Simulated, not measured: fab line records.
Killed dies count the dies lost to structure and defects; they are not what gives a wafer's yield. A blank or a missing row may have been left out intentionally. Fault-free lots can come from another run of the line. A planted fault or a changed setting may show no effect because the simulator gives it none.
Chamber matching :: flow n5 finfet :: cvd co-01 running N5_BEOL_M3_PRE_CLEAN_60: 3 sister chambers
The step time 15 s. 6 wafers are shown with their chamber, then 11 later ones without.

## WAFERS PAIRED WITH THEIR CHAMBERS
wafer: L085.1
chamber: 0
heater power w (W): 69
rf fwd power W (W): 296.2

wafer: L085.5
chamber: 1
heater power w (W): 103
rf fwd power W (W): 296.5

wafer: L086.1
chamber: 1
heater power w (W): 103
rf fwd power W (W): 296.7

wafer: L086.2
chamber: 2
heater power w (W): 67
rf fwd power W (W): 297.7

wafer: L086.3
chamber: 0
heater power w (W): 67
rf fwd power W (W): 296.2

wafer: L092.2
chamber: 2
heater power w (W): 68
rf fwd power W (W): 299.3

## WAFERS WHOSE CHAMBER IS MISSING
wafer: L092.3
heater power w (W): 72
rf fwd power W (W): 296.8

wafer: L092.4
heater power w (W): 70
rf fwd power W (W): 296.1

wafer: L093.1
heater power w (W): 72
rf fwd power W (W): 294.5

wafer: L093.2
heater power w (W): 106
rf fwd power W (W): 295.3

wafer: L093.4
heater power w (W): 68
rf fwd power W (W): 294.6

wafer: L095.2
heater power w (W): 71
rf fwd power W (W): 295.3

wafer: L095.3
heater power w (W): 68
rf fwd power W (W): 297.4

wafer: L095.4
heater power w (W): 70
rf fwd power W (W): 298.4

wafer: L097.1
heater power w (W): 68
rf fwd power W (W): 296.7

wafer: L097.4
heater power w (W): 70
rf fwd power W (W): 297.1

wafer: L097.5
heater power w (W): 68
rf fwd power W (W): 295.1

## EACH ONE'S CHAMBER
wafer: L092.3
from the rows above: can't be placed: 0 or 2
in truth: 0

wafer: L092.4
from the rows above: 0
in truth: 0

wafer: L093.1
from the rows above: 0
in truth: 0

wafer: L093.2
from the rows above: 1
in truth: 1

wafer: L093.4
from the rows above: 0
in truth: 0

wafer: L095.2
from the rows above: 0
in truth: 0

wafer: L095.3
from the rows above: can't be placed: 2 or 0
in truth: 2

wafer: L095.4
from the rows above: can't be placed: 2 or 0
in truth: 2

wafer: L097.1
from the rows above: 0
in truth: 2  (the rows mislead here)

wafer: L097.4
from the rows above: can't be placed: 0 or 2
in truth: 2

wafer: L097.5
from the rows above: 0
in truth: 0
Correctly placed: 6 of 11. From these rows, 4 cannot be placed; in 4 the true chamber is one of the candidates. Placed wrongly: 1.
How it was worked out, from the rows above alone: a wafer's distance from a chamber is the root of the sum, over the readings, of the square of ((its reading less the chamber's mean) divided by the reading's scatter). If the next closest chamber is less than 2 further off than the closest, the wafer can't be placed; otherwise it belongs to the closest. A chamber's mean is the mean of its shown wafers. The scatter is the square root of a quotient: the sum, over the shown wafers, of each reading's squared deviation from its chamber's mean, divided by wafers minus chambers.
